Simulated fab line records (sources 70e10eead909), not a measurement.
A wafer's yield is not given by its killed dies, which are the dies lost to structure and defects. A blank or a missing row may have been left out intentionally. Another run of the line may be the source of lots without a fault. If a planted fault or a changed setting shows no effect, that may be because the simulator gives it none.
Comparing a struck lot with a sound one / flow nand-harc / 19 steps out of a route of 1159
Sound: wafers L846.4, L846.5, L846.6. Wafers struck: L854.1, L854.2, L854.3. Last of all comes the cause.
Each step with rows lists, per side, the tool, then ch with its chambers, then its first start. Under that, the readings that differ: sound wafers / struck wafers / difference of the means / sigmas: that difference in standard deviations of wafers without a fault.
alike: readings with means less than 2 such deviations apart, plus words and numbers identical on both sides. not compared: withheld readings, readings lacking a value on some wafer, bounds such as >300 that could conceal the same value, and numbers that have no deviation in the record and whose values overlap.
The two part at a step that has a row with sigmas, a row that says differs or no value, or rows on one side only. Non-overlapping numbers with no deviation appear without sigmas and do not part them. A reading that every wafer of one side lacks parts them only if that side has two wafers or more.

NHARC_P_ZERO_WELL_CD_MEAS_37: target cd 720 nm.
  sound on cd-sem-03 ch 0, day 3 04:15; struck on cd-sem-02 ch 0, day 5 04:08
  alike: cd-nm
then, 1 step without rows for these wafers: NHARC_P_ZERO_WELL_HARDBAKE_38 (time 80 s).
NHARC_P_ZERO_WELL_DESCUM_39: chemistry O2, time 3 s.
  sound on rie-diel-13 ch 0,3, day 3 04:24; struck on rie-diel-08 ch 1,2,3, day 5 04:18
  alike: drypump-motor-current-A, oes-product-au, rf-vpp-V, showerhead-plenum-p-Torr, throttle-valve-pct
  not compared: rf-hours-counter-h
then, 9 steps without rows for these wafers: NHARC_P_ZERO_WELL_IMPLANT_40; NHARC_P_ZERO_WELL_IMPLANT_59; NHARC_P_ZERO_WELL_IMPLANT_60; NHARC_P_ZERO_WELL_STRIP_41 (strips in SPM, time 840 s); NHARC_P_ZERO_WELL_DEHYDRATE_44 (time 120 s); NHARC_P_ZERO_WELL_HMDS_45 (time 30 s); NHARC_P_ZERO_WELL_COAT_46; NHARC_P_ZERO_WELL_SOFTBAKE_47 (time 95 s); NHARC_P_ZERO_WELL_EBR_48.
NHARC_P_ZERO_WELL_EXPOSE_49: exposes mask P HVPW, target cd 2000 nm.
  sound on krf-scanner-01 ch 0, day 3 05:44; struck on krf-scanner-02 ch 0, day 5 05:32
reading=mask; sound=P_HVPW#0 P_HVPW#0 P_HVPW#0; struck=P_HVPW_R1#0 P_HVPW_R1#0 P_HVPW_R1#0; difference=differs; sigmas=
then, 2 steps without rows for these wafers: NHARC_P_ZERO_WELL_PEB_50 (peb time 85 s); NHARC_P_ZERO_WELL_DEVELOP_51 (time 70 s).
NHARC_P_ZERO_WELL_CD_MEAS_52: target cd 2000 nm.
  sound on cd-sem-03 ch 0, day 3 05:53; struck on cd-sem-02 ch 0, day 5 05:41
reading=cd-nm (nm); sound=2002.4 1998.3 2000.2; struck=1961.4 1958.4 1961.2; difference=-40.0; sigmas=-31
then, 1 step without rows for these wafers: NHARC_P_ZERO_WELL_HARDBAKE_53 (time 80 s).
NHARC_P_ZERO_WELL_DESCUM_54: chemistry O2, time 3 s.
  sound on rie-diel-13 ch 2,3, day 3 06:03; struck on rie-diel-12 ch 1,2,3, day 5 05:52
reading=model.P_ZERO_WELL.cd-nm (nm); sound=2003 1998 2000; struck=1961 1959 1961; difference=-40; sigmas=
  alike: drypump-motor-current-A, oes-product-au, rf-vpp-V, showerhead-plenum-p-Torr, throttle-valve-pct
  not compared: rf-hours-counter-h
next, for these wafers, 1 step has no rows: NHARC_P_ZERO_WELL_IMPLANT_55.

WHERE THEY PART
Earliest at NHARC_P_ZERO_WELL_EXPOSE_49; latest, in this record, at NHARC_P_ZERO_WELL_CD_MEAS_52. Later steps at which nothing parts them and some readings are alike: NHARC_P_ZERO_WELL_DESCUM_54.

WHY: whatever the simulator had introduced
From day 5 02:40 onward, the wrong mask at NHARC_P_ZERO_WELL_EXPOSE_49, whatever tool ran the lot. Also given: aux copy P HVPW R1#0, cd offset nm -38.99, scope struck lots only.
